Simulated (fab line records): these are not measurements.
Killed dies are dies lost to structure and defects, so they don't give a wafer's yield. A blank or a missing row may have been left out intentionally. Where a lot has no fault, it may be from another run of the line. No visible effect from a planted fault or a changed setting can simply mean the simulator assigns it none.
What tool caused it? / flow nandHarc / 12 lots with 36 wafers sampled at 5 steps, on a route of 1302 steps

## WHAT THE GAUGES READ, wafer by wafer
NHARC_P_GATE_CD_MEAS_91: target cd 2000 nm. Usual: 1999.4 nm for cdNm, sd 2.3.
lot=L133; measured=day 6 09:58; on=cdSem-03; cdNm (nm)=1997.8 2000.4 1993.0; flag=
lot=L136; measured=day 7 14:05; on=cdSem-01; cdNm (nm)=2000.0 2000.0 2000.2; flag=
lot=L137; measured=day 8 06:59; on=cdSem-02; cdNm (nm)=1998.1 2003.3 1998.1; flag=
lot=L138; measured=day 8 13:16; on=cdSem-03; cdNm (nm)=1979.9 1979.3 1978.6; flag=OFF
lot=L147; measured=day 12 11:24; on=cdSem-03; cdNm (nm)=1999.9 1997.5 1996.0; flag=
lot=L148; measured=day 12 19:51; on=cdSem-02; cdNm (nm)=1997.1 2001.6 2002.0; flag=
lot=L149; measured=day 13 13:59; on=cdSem-03; cdNm (nm)=1998.5 2001.0 1999.1; flag=
lot=L150; measured=day 13 19:04; on=cdSem-03; cdNm (nm)=2002.0 2001.9 2001.8; flag=
lot=L151; measured=day 13 23:28; on=cdSem-02; cdNm (nm)=1997.8 2001.3 1999.7; flag=
lot=L153; measured=day 14 12:02; on=cdSem-03; cdNm (nm)=2004.3 1995.7 2004.3; flag=
lot=L152; measured=day 14 12:11; on=cdSem-01; cdNm (nm)=1997.8 1995.4 1998.0; flag=
lot=L154; measured=day 15 05:14; on=cdSem-01; cdNm (nm)=1997.7 2001.3 2001.1; flag=

## TOOL THAT RAN EACH LOT (tool first, then ch and the chambers of the sampled wafers, then the start)
lot=L133; NHARC_P_GATE_DESCUM_31=rieDiel-09 ch 0,1,2, day 5 18:44; NHARC_P_GATE_STRIP_108=rieDiel-03 ch 1,2, day 5 19:21; NHARC_P_GATE_STRIP_111=plasmaAsher-02 ch 0,1, day 6 07:02; NHARC_P_GATE_EXPOSE_88=krfScanner-02 ch 0, day 6 09:49
lot=L136; NHARC_P_GATE_DESCUM_31=rieDiel-09 ch 0,1, day 6 22:31; NHARC_P_GATE_STRIP_108=rieDiel-03 ch 0,1,2, day 6 23:14; NHARC_P_GATE_STRIP_111=plasmaAsher-02 ch 0,1, day 7 11:08; NHARC_P_GATE_EXPOSE_88=krfScanner-02 ch 0, day 7 13:55
lot=L137; NHARC_P_GATE_DESCUM_31=rieDiel-12 ch 0,1, day 7 15:28; NHARC_P_GATE_STRIP_108=rieDiel-12 ch 0,1, day 7 16:05; NHARC_P_GATE_STRIP_111=plasmaAsher-02 ch 0,1, day 8 03:58; NHARC_P_GATE_EXPOSE_88=krfScanner-04 ch 0, day 8 06:50
lot=L138; NHARC_P_GATE_DESCUM_31=rieDiel-12 ch 0,1, day 7 22:02; NHARC_P_GATE_STRIP_108=rieDiel-12 ch 0,1, day 7 22:39; NHARC_P_GATE_STRIP_111=plasmaAsher-01 ch 0,1, day 8 10:17; NHARC_P_GATE_EXPOSE_88=krfScanner-03 ch 0, day 8 13:06
lot=L147; NHARC_P_GATE_DESCUM_31=rieDiel-12 ch 1,2,3, day 11 20:20; NHARC_P_GATE_STRIP_108=rieDiel-03 ch 0,1,2, day 11 20:58; NHARC_P_GATE_STRIP_111=plasmaAsher-01 ch 0,1, day 12 08:41; NHARC_P_GATE_EXPOSE_88=krfScanner-04 ch 0, day 12 11:15
lot=L148; NHARC_P_GATE_DESCUM_31=rieDiel-09 ch 0,2,3, day 12 04:45; NHARC_P_GATE_STRIP_108=rieDiel-03 ch 0,1,2, day 12 05:23; NHARC_P_GATE_STRIP_111=plasmaAsher-01 ch 0,1, day 12 17:07; NHARC_P_GATE_EXPOSE_88=krfScanner-04 ch 0, day 12 19:42
lot=L149; NHARC_P_GATE_DESCUM_31=rieDiel-09 ch 0,2,3, day 12 20:43; NHARC_P_GATE_STRIP_108=rieDiel-12 ch 0,2, day 12 21:24; NHARC_P_GATE_STRIP_111=plasmaAsher-01 ch 0,1, day 13 11:10; NHARC_P_GATE_EXPOSE_88=krfScanner-04 ch 0, day 13 13:49
lot=L150; NHARC_P_GATE_DESCUM_31=rieDiel-03 ch 0,1,2, day 13 03:56; NHARC_P_GATE_STRIP_108=rieDiel-12 ch 0,1,3, day 13 04:34; NHARC_P_GATE_STRIP_111=plasmaAsher-01 ch 0,1, day 13 16:14; NHARC_P_GATE_EXPOSE_88=krfScanner-04 ch 0, day 13 18:54
lot=L151; NHARC_P_GATE_DESCUM_31=rieDiel-09 ch 0,1,2, day 13 08:22; NHARC_P_GATE_STRIP_108=rieDiel-09 ch 0,1,2, day 13 08:58; NHARC_P_GATE_STRIP_111=plasmaAsher-02 ch 0,1, day 13 20:38; NHARC_P_GATE_EXPOSE_88=krfScanner-02 ch 0, day 13 23:18
lot=L153; NHARC_P_GATE_DESCUM_31=rieDiel-03 ch 0,1, day 13 20:50; NHARC_P_GATE_STRIP_108=rieDiel-09 ch 2,3, day 13 21:27; NHARC_P_GATE_STRIP_111=plasmaAsher-01 ch 0,1, day 14 09:14; NHARC_P_GATE_EXPOSE_88=krfScanner-03 ch 0, day 14 11:53
lot=L152; NHARC_P_GATE_DESCUM_31=rieDiel-12 ch 1,2,3, day 13 20:59; NHARC_P_GATE_STRIP_108=rieDiel-03 ch 0,1,2, day 13 21:36; NHARC_P_GATE_STRIP_111=plasmaAsher-02 ch 1, day 14 09:16; NHARC_P_GATE_EXPOSE_88=krfScanner-04 ch 0, day 14 12:02
lot=L154; NHARC_P_GATE_DESCUM_31=rieDiel-03 ch 0,2,3, day 14 14:05; NHARC_P_GATE_STRIP_108=rieDiel-03 ch 0,1,3, day 14 14:42; NHARC_P_GATE_STRIP_111=plasmaAsher-01 ch 0,1, day 15 02:25; NHARC_P_GATE_EXPOSE_88=krfScanner-02 ch 0, day 15 05:04
- NHARC_P_GATE_DESCUM_31: chemistry O2, time 3 s.
- NHARC_P_GATE_STRIP_108: strips in O2.
- NHARC_P_GATE_STRIP_111: strips in N2/H2, time 250 s.
- NHARC_P_GATE_EXPOSE_88: exposes mask P HVN, target cd 2000 nm.

## WHAT THE TOOLS THEMSELVES READ (means of the sampled wafers that have a number; where no wafer has one, the mark that the record gives instead)
NHARC_P_GATE_DESCUM_31. Usual: drypumpMotorCurrentA 5.9 A, standard deviation 0.43; mfcArSccm 0.011 sccm, standard deviation 0.0099; oesProductAu 0.998 a.u., standard deviation 0.012; rfVppV 57.7 V, standard deviation 0.83; showerheadPlenumPTorr 1.90 Torr, standard deviation 0.056; throttleValvePct 11.311 %, standard deviation 0.0089.
lot=L133; tool=rieDiel-09; drypumpMotorCurrentA (A)=5.9; mfcArSccm (sccm)=0.010; oesProductAu (a.u.)=0.979; rfVppV (V)=58.0; showerheadPlenumPTorr (Torr)=1.92; throttleValvePct (%)=11.313; flag=
lot=L136; tool=rieDiel-09; drypumpMotorCurrentA (A)=6.0; mfcArSccm (sccm)=0.016; oesProductAu (a.u.)=0.982; rfVppV (V)=57.7; showerheadPlenumPTorr (Torr)=1.90; throttleValvePct (%)=11.320; flag=
lot=L137; tool=rieDiel-12; drypumpMotorCurrentA (A)=5.8; mfcArSccm (sccm)=0.018; oesProductAu (a.u.)=0.996; rfVppV (V)=58.1; showerheadPlenumPTorr (Torr)=1.92; throttleValvePct (%)=11.316; flag=
lot=L138; tool=rieDiel-12; drypumpMotorCurrentA (A)=5.8; mfcArSccm (sccm)=0.018; oesProductAu (a.u.)=0.994; rfVppV (V)=57.8; showerheadPlenumPTorr (Torr)=1.92; throttleValvePct (%)=11.315; flag=
lot=L147; tool=rieDiel-12; drypumpMotorCurrentA (A)=5.9; mfcArSccm (sccm)=0.013; oesProductAu (a.u.)=1.009; rfVppV (V)=57.6; showerheadPlenumPTorr (Torr)=1.88; throttleValvePct (%)=11.307; flag=
lot=L148; tool=rieDiel-09; drypumpMotorCurrentA (A)=6.0; mfcArSccm (sccm)=0.004; oesProductAu (a.u.)=0.995; rfVppV (V)=57.5; showerheadPlenumPTorr (Torr)=1.91; throttleValvePct (%)=11.315; flag=
lot=L149; tool=rieDiel-09; drypumpMotorCurrentA (A)=6.0; mfcArSccm (sccm)=0.004; oesProductAu (a.u.)=1.003; rfVppV (V)=58.0; showerheadPlenumPTorr (Torr)=1.91; throttleValvePct (%)=11.308; flag=
lot=L150; tool=rieDiel-03; drypumpMotorCurrentA (A)=6.1; mfcArSccm (sccm)=0.004; oesProductAu (a.u.)=0.999; rfVppV (V)=57.9; showerheadPlenumPTorr (Torr)=1.91; throttleValvePct (%)=11.306; flag=
lot=L151; tool=rieDiel-09; drypumpMotorCurrentA (A)=5.9; mfcArSccm (sccm)=0.010; oesProductAu (a.u.)=0.990; rfVppV (V)=58.1; showerheadPlenumPTorr (Torr)=1.92; throttleValvePct (%)=11.309; flag=
lot=L153; tool=rieDiel-03; drypumpMotorCurrentA (A)=6.2; mfcArSccm (sccm)=0.009; oesProductAu (a.u.)=0.987; rfVppV (V)=58.5; showerheadPlenumPTorr (Torr)=1.96; throttleValvePct (%)=11.304; flag=
lot=L152; tool=rieDiel-12; drypumpMotorCurrentA (A)=6.0; mfcArSccm (sccm)=0.013; oesProductAu (a.u.)=1.001; rfVppV (V)=58.0; showerheadPlenumPTorr (Torr)=1.88; throttleValvePct (%)=11.314; flag=
lot=L154; tool=rieDiel-03; drypumpMotorCurrentA (A)=6.0; mfcArSccm (sccm)=0.001; oesProductAu (a.u.)=1.008; rfVppV (V)=57.5; showerheadPlenumPTorr (Torr)=1.87; throttleValvePct (%)=11.305; flag=

NHARC_P_GATE_STRIP_108. Usual: drypumpMotorCurrentA 6.0 A, standard deviation 0.42; mfcArSccm 0.009 sccm, standard deviation 0.0099; oesProductAu 0.998 a.u., standard deviation 0.011; rfVppV 57.8 V, standard deviation 0.88; showerheadPlenumPTorr 3.52 Torr, standard deviation 0.1; throttleValvePct 17.037 %, standard deviation 0.0097.
lot=L133; tool=rieDiel-03; drypumpMotorCurrentA (A)=5.9; mfcArSccm (sccm)=0.009; oesProductAu (a.u.)=0.988; rfVppV (V)=57.7; showerheadPlenumPTorr (Torr)=3.54; throttleValvePct (%)=17.030; flag=
lot=L136; tool=rieDiel-03; drypumpMotorCurrentA (A)=6.1; mfcArSccm (sccm)=0.004; oesProductAu (a.u.)=0.991; rfVppV (V)=58.4; showerheadPlenumPTorr (Torr)=3.53; throttleValvePct (%)=17.039; flag=
lot=L137; tool=rieDiel-12; drypumpMotorCurrentA (A)=5.7; mfcArSccm (sccm)=0.022; oesProductAu (a.u.)=0.990; rfVppV (V)=58.2; showerheadPlenumPTorr (Torr)=3.59; throttleValvePct (%)=17.034; flag=
lot=L138; tool=rieDiel-12; drypumpMotorCurrentA (A)=5.7; mfcArSccm (sccm)=0.022; oesProductAu (a.u.)=0.989; rfVppV (V)=58.2; showerheadPlenumPTorr (Torr)=3.59; throttleValvePct (%)=17.037; flag=
lot=L147; tool=rieDiel-03; drypumpMotorCurrentA (A)=6.1; mfcArSccm (sccm)=0.004; oesProductAu (a.u.)=0.998; rfVppV (V)=58.0; showerheadPlenumPTorr (Torr)=3.53; throttleValvePct (%)=17.028; flag=
lot=L148; tool=rieDiel-03; drypumpMotorCurrentA (A)=6.1; mfcArSccm (sccm)=0.004; oesProductAu (a.u.)=0.991; rfVppV (V)=58.2; showerheadPlenumPTorr (Torr)=3.53; throttleValvePct (%)=17.038; flag=
lot=L149; tool=rieDiel-12; drypumpMotorCurrentA (A)=5.5; mfcArSccm (sccm)=0.027; oesProductAu (a.u.)=0.993; rfVppV (V)=56.9; showerheadPlenumPTorr (Torr)=3.56; throttleValvePct (%)=17.047; flag=
lot=L150; tool=rieDiel-12; drypumpMotorCurrentA (A)=6.1; mfcArSccm (sccm)=0.013; oesProductAu (a.u.)=0.995; rfVppV (V)=57.9; showerheadPlenumPTorr (Torr)=3.54; throttleValvePct (%)=17.045; flag=
lot=L151; tool=rieDiel-09; drypumpMotorCurrentA (A)=5.9; mfcArSccm (sccm)=0.010; oesProductAu (a.u.)=0.989; rfVppV (V)=57.8; showerheadPlenumPTorr (Torr)=3.54; throttleValvePct (%)=17.036; flag=
lot=L153; tool=rieDiel-09; drypumpMotorCurrentA (A)=6.1; mfcArSccm (sccm)=0.001; oesProductAu (a.u.)=1.004; rfVppV (V)=57.3; showerheadPlenumPTorr (Torr)=3.60; throttleValvePct (%)=17.032; flag=
lot=L152; tool=rieDiel-03; drypumpMotorCurrentA (A)=6.1; mfcArSccm (sccm)=0.004; oesProductAu (a.u.)=0.998; rfVppV (V)=57.3; showerheadPlenumPTorr (Torr)=3.53; throttleValvePct (%)=17.039; flag=
lot=L154; tool=rieDiel-03; drypumpMotorCurrentA (A)=6.1; mfcArSccm (sccm)=0.006; oesProductAu (a.u.)=1.004; rfVppV (V)=58.4; showerheadPlenumPTorr (Torr)=3.53; throttleValvePct (%)=17.040; flag=

NHARC_P_GATE_STRIP_111. Usual: drypumpMotorCurrentA 6.0 A, standard deviation 0.31; heaterPowerW 87 W, standard deviation 8.2.
lot=L133; tool=plasmaAsher-02; drypumpMotorCurrentA (A)=5.6; heaterPowerW (W)=97; flag=
lot=L136; tool=plasmaAsher-02; drypumpMotorCurrentA (A)=5.6; heaterPowerW (W)=95; flag=
lot=L137; tool=plasmaAsher-02; drypumpMotorCurrentA (A)=5.8; heaterPowerW (W)=93; flag=
lot=L138; tool=plasmaAsher-01; drypumpMotorCurrentA (A)=6.2; heaterPowerW (W)=86; flag=
lot=L147; tool=plasmaAsher-01; drypumpMotorCurrentA (A)=6.2; heaterPowerW (W)=85; flag=
lot=L148; tool=plasmaAsher-01; drypumpMotorCurrentA (A)=6.2; heaterPowerW (W)=80; flag=
lot=L149; tool=plasmaAsher-01; drypumpMotorCurrentA (A)=6.2; heaterPowerW (W)=81; flag=
lot=L150; tool=plasmaAsher-01; drypumpMotorCurrentA (A)=6.2; heaterPowerW (W)=80; flag=
lot=L151; tool=plasmaAsher-02; drypumpMotorCurrentA (A)=5.6; heaterPowerW (W)=93; flag=
lot=L153; tool=plasmaAsher-01; drypumpMotorCurrentA (A)=6.2; heaterPowerW (W)=86; flag=
lot=L152; tool=plasmaAsher-02; drypumpMotorCurrentA (A)=5.9; heaterPowerW (W)=92; flag=
lot=L154; tool=plasmaAsher-01; drypumpMotorCurrentA (A)=6.3; heaterPowerW (W)=85; flag=

## THE ANSWER, worked out from the rows above alone
Rule: a lot is off if the mean of its wafers that have a number lies more than 3 standard deviations from the usual mean. Also off: a lot with no number at a reading for which 4 or more lots have one. Any other lot the step has rows for is counted as sound. After the gauges, taken in route order, come the tools' own readings; for these a lot's mean is taken, as printed above. At the first step where some lot is off, the reading lying furthest off is the one used; lots without a number count as furthest.
Off at NHARC_P_GATE_CD_MEAS_91 (cdNm): L138.
If a tool, at a process step before that reading, ran all the lots that are off and no sound lot after the first of them, it fits. Gauges at NHARC_P_GATE_CD_MEAS_91: tried the same way as those tools. No candidate that was tried fits.

## WHAT HAD BEEN PUT IN BY THE SIMULATOR
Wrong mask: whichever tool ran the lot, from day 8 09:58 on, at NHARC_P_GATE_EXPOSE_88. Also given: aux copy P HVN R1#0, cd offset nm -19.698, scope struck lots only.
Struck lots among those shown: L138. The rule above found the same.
